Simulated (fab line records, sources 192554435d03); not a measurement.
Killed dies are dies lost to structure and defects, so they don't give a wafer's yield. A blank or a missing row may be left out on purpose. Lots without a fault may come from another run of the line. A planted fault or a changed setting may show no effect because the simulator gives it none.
Chamber matching | flow n5_finfet | N5_BEOL_M0_CUTY_ETCH_62 on rie_diel-02: 4 sister chambers
The step etches SiARC in CF4, time 58.5 s. 16 wafers are shown with their chamber, then 8 later ones without.

WAFERS WITH THEIR CHAMBER
wafer  | chamber | throttle_valve_pct (%) | showerhead_plenum_p_Torr (Torr) | drypump_motor_current_A (A)
L075.3 | 1       | 15.92                  | 2.22                            | 5.6
L075.5 | 0       | 15.70                  | 2.20                            | 5.3
L075.6 | 3       | 15.39                  | 2.25                            | 5.7
L078.1 | 2       | 15.77                  | 2.15                            | 5.0
L078.3 | 0       | 15.74                  | 2.19                            | 5.3
L078.6 | 1       | 15.93                  | 2.22                            | 5.5
L083.4 | 3       | 15.41                  | 2.25                            | 5.7
L083.5 | 0       | 15.76                  | 2.19                            | 5.3
L083.6 | 2       | 15.78                  | 2.14                            | 5.0
L084.3 | 3       | 15.43                  | 2.25                            | 5.8
L084.4 | 3       | 15.41                  | 2.25                            | 5.8
L084.5 | 2       | 15.80                  | 2.14                            | 5.0
L085.2 | 2       | 15.80                  | 2.14                            | 5.0
L085.3 | 3       | 15.41                  | 2.24                            | 5.8
L085.6 | 2       | 15.81                  | 2.14                            | 5.0
L086.1 | 3       | 15.44                  | 2.24                            | 5.7

SIGNATURES (means of the wafers above)
reading                  | chamber 0 | chamber 1 | chamber 2 | chamber 3 | scatter within a chamber
throttle_valve_pct       | 15.7333   | 15.9250   | 15.7920   | 15.4150   | 0.0195
showerhead_plenum_p_Torr | 2.1933    | 2.2200    | 2.1420    | 2.2467    | 0.00483
drypump_motor_current_A  | 5.300     | 5.550     | 5.000     | 5.750     | 0.0408
Rule: a wafer's distance from a chamber is the root of the sum, over the readings, of the square of ((its reading less the chamber's mean) divided by the reading's scatter). The wafer belongs to the nearest chamber; if the next one is less than 2 further off, it can't be placed. The scatter: the root of (the sum of the squares of (reading less its chamber's mean) over the shown wafers, divided by (wafers less chambers)).

WAFERS WITHOUT THEIR CHAMBER
wafer  | throttle_valve_pct (%) | showerhead_plenum_p_Torr (Torr) | drypump_motor_current_A (A)
L086.2 | 15.95                  | 2.22                            | 5.5
L086.4 | 15.81                  | 2.14                            | 5.0
L089.1 | 15.46                  | 2.24                            | 5.7
L089.4 | 15.98                  | 2.21                            | 5.5
L089.6 | 15.45                  | 2.24                            | 5.7
L092.2 | 15.81                  | 2.18                            | 5.3
L092.4 | 15.47                  | 2.24                            | 5.7
L092.6 | 15.99                  | 2.21                            | 5.5

WHICH CHAMBER EACH WENT THROUGH
wafer  | from the rows above | in truth
L086.2 | 1                   | 1
L086.4 | 2                   | 2
L089.1 | 3                   | 3
L089.4 | 1                   | 1
L089.6 | 3                   | 3
L092.2 | 0                   | 0
L092.4 | 3                   | 3
L092.6 | 1                   | 1
Placed correctly: 8 of 8. Can't be placed from these rows: 0. Placed wrongly: 0.
